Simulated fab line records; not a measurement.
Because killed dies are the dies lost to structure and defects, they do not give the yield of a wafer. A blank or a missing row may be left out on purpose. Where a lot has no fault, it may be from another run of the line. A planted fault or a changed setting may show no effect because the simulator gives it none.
Chamber matching | flow nand_harc | NHARC_A_STAIRCASE_TRIM_187 on rie_diel-07: 4 sister chambers
The step chemistry O2, time 211.2 s. 20 wafers are shown with their chamber, then 10 later ones without.

## WAFERS WITH THEIR CHAMBER
wafer  | chamber | showerhead_plenum_p_Torr (Torr) | drypump_motor_current_A (A) | oes_product_au (a.u.)
L074.4 | 2       | 3.34                            | 5.7                         | 1.004
L074.5 | 3       | 3.66                            | 5.9                         | 1.016
L074.6 | 2       | 3.34                            | 5.7                         | 0.990
L076.1 | 0       | 3.50                            | 5.1                         | 0.985
L076.2 | 2       | 3.34                            | 5.7                         | 1.001
L076.6 | 3       | 3.66                            | 5.9                         | 1.016
L079.2 | 2       | 3.33                            | 5.7                         | 0.994
L079.4 | 0       | 3.49                            | 5.1                         | 0.991
L079.5 | 2       | 3.33                            | 5.7                         | 0.995
L078.3 | 1       | 3.50                            | 6.0                         | 0.995
L078.4 | 2       | 3.33                            | 5.7                         | 1.010
L078.5 | 2       | 3.33                            | 5.7                         | 0.998
L082.3 | 2       | 3.33                            | 5.7                         | 0.993
L082.4 | 1       | 3.50                            | 6.1                         | 0.988
L082.5 | 3       | 3.65                            | 5.9                         | 1.015
L081.1 | 2       | 3.33                            | 5.7                         | 1.007
L081.3 | 0       | 3.49                            | 5.1                         | 0.996
L081.5 | 1       | 3.50                            | 6.1                         | 0.987
L088.3 | 3       | 3.63                            | 5.9                         | 1.003
L088.4 | 0       | 3.47                            | 5.2                         | 1.006

SIGNATURES (averages over the wafers above)
reading                  | chamber 0 | chamber 1 | chamber 2 | chamber 3 | scatter within a chamber
showerhead_plenum_p_Torr | 3.4875    | 3.5000    | 3.3333    | 3.6500    | 0.00893
drypump_motor_current_A  | 5.125     | 6.067     | 5.700     | 5.900     | 0.0298
oes_product_au           | 0.99450   | 0.99000   | 0.99911   | 1.01250   | 0.00693
Rule: a wafer's distance from a chamber is the root of the sum, over the readings, of the square of ((its reading less the chamber's mean) divided by the reading's scatter). If the next closest chamber is less than 2 further off than the closest, the wafer can't be placed; otherwise it belongs to the closest. The scatter is the square root of a quotient: the sum, over the shown wafers, of each reading's squared deviation from its chamber's mean, divided by wafers minus chambers.

## WAFERS WITH NO CHAMBER GIVEN
wafer  | showerhead_plenum_p_Torr (Torr) | drypump_motor_current_A (A) | oes_product_au (a.u.)
L088.5 | 3.49                            | 6.0                         | 0.995
L089.1 | 3.63                            | 5.9                         | 0.995
L089.3 | 3.49                            | 6.0                         | 0.995
L089.5 | 3.49                            | 6.0                         | 0.980
L091.1 | 3.47                            | 5.1                         | 0.991
L091.2 | 3.31                            | 5.7                         | 1.000
L091.4 | 3.63                            | 5.9                         | 0.997
L093.4 | 3.62                            | 5.9                         | 1.009
L093.5 | 3.62                            | 5.9                         | 1.008
L093.6 | 3.30                            | 5.7                         | 1.010

## WHICH CHAMBER EACH WENT THROUGH
wafer  | from the rows above | in truth
L088.5 | 1                   | 1
L089.1 | 3                   | 3
L089.3 | 1                   | 1
L089.5 | 1                   | 1
L091.1 | 0                   | 0
L091.2 | 2                   | 2
L091.4 | 3                   | 3
L093.4 | 3                   | 3
L093.5 | 3                   | 3
L093.6 | 2                   | 2
Correct placement for 10 of the 10. Not placeable from these rows: 0. Placed wrongly: 0.
